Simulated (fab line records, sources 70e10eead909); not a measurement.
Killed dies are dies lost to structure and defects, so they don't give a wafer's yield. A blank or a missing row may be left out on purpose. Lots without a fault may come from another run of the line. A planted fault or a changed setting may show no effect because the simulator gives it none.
Problem report in the 8D (eight disciplines) form, filled by code | flow nand_harc | the parts of the form that need people (team, actions taken, sign-off) are left out

1. THE PROBLEM
killed_at_periphery at NHARC_END_SORT_01 reads a mean of 608.0 on 2 wafers of 2 lots; wafers without a fault read 4.0 with a standard deviation of 3. That is +99 or more standard deviations from the usual mean.
First seen on wafer L947.4, day 27 09:07, on prober-01. The record holds 39 wafers of 13 lots with a number at this step. Rule for "out", or "out of limits": more than 4 standard deviations from the usual mean. The other wafers with a number count as sound.

2. WHAT IT IS AND WHAT IT IS NOT
question                    | is                                                     | is not
which readings at this step | killed_at_periphery, defect_limited_yield, killed_dies | killed_at_array, killed_at_other, killed_open, killed_short
which lots                  | L947, L950                                             | L939, L944, L945, L946, L951, L956, L957, L958, L959, L960, L961
which wafers of those lots  | L947.4, L950.2                                         | L947.1, L947.6, L950.4, L950.5
read on which gauges        | prober-01, prober-02                                   | -
when                        | from day 27 09:07                                      | up to then (11 sound wafers); but 26 sound wafers of L946, L947, L950, L951, L956, L957, L958, L959, L960, L961 came after

3. SUSPECTS, AND WHAT RULES EACH OUT
Counting: a tool at a process step up to the reading stays a suspect if it ran every lot that is out. Sound lots after the first of them don't rule it out here, since some wafers of a struck lot are sound.
- the gauge at NHARC_END_SORT_01: ruled out. The wafers that are out were read on 2 gauges (prober-01, prober-02).
- rie_diel-07 at NHARC_P_M2_ETCH_28 (etches the open film in CF4/N2, target depth 30 nm, time 72.99 s): kept. It ran every lot that is out, first L947 (day 9 21:47); its last sound lot up to then is L946 (day 9 12:28). Its own readings are out on those wafers: run_length_s.
- Within rie_diel-07 at NHARC_P_M2_ETCH_28: the wafers that are out ran in chamber 0; their sound lot-mates ran in chambers 2, 3.
Left after counting: rie_diel-07 at NHARC_P_M2_ETCH_28.

4. THE CAUSE (what the simulator had put in)
Process parameter drift: rie_diel-07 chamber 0, from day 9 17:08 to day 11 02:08, at NHARC_P_M2_ETCH_28. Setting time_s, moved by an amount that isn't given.
Counting left only this tool.

5. THE CHAIN OF EFFECTS, in route order
Each row: a reading whose mean over the struck wafers that have a number lies more than 3 standard deviations from the usual. Only readings for which the record gives a usual standard deviation are gone through. hours: the time from each lot's start at the first step in this table that gives one to its start at this step, as a median over the lots. sigmas: the change in usual standard deviations.
hours | step               | reading              | usual  | on struck wafers | change | sigmas
0     | NHARC_P_M2_ETCH_28 | run_length_s         | 94.4 s | 65.5             | -28.9  | -67
426   | NHARC_END_SORT_01  | defect_limited_yield | 91 %   | 0                | -91    | -30
426   | NHARC_END_SORT_01  | killed_at_periphery  | 4.0    | 608.0            | +604.0 | +99 or more
426   | NHARC_END_SORT_01  | killed_dies          | 60     | 677              | +617   | +29
The process steps in it:
- NHARC_P_M2_ETCH_28: etches the open film in CF4/N2, target depth 30 nm, time 72.99 s.

6. WHAT WOULD HAVE CAUGHT IT SOONER
In this record the first reading out of limits at a measuring or inspecting step was taken at day 27 09:07, 424 hours after the fault began at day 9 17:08.
The tool's own readings at NHARC_P_M2_ETCH_28 were out on every struck wafer that the step has a row for (run_length_s): an alarm limit on them would have fired on the first of those.
All the lots that are out (2) had begun NHARC_P_M2_ETCH_28 on rie_diel-07 by day 27 09:07. A hold on the tool at that time would have spared none of them.
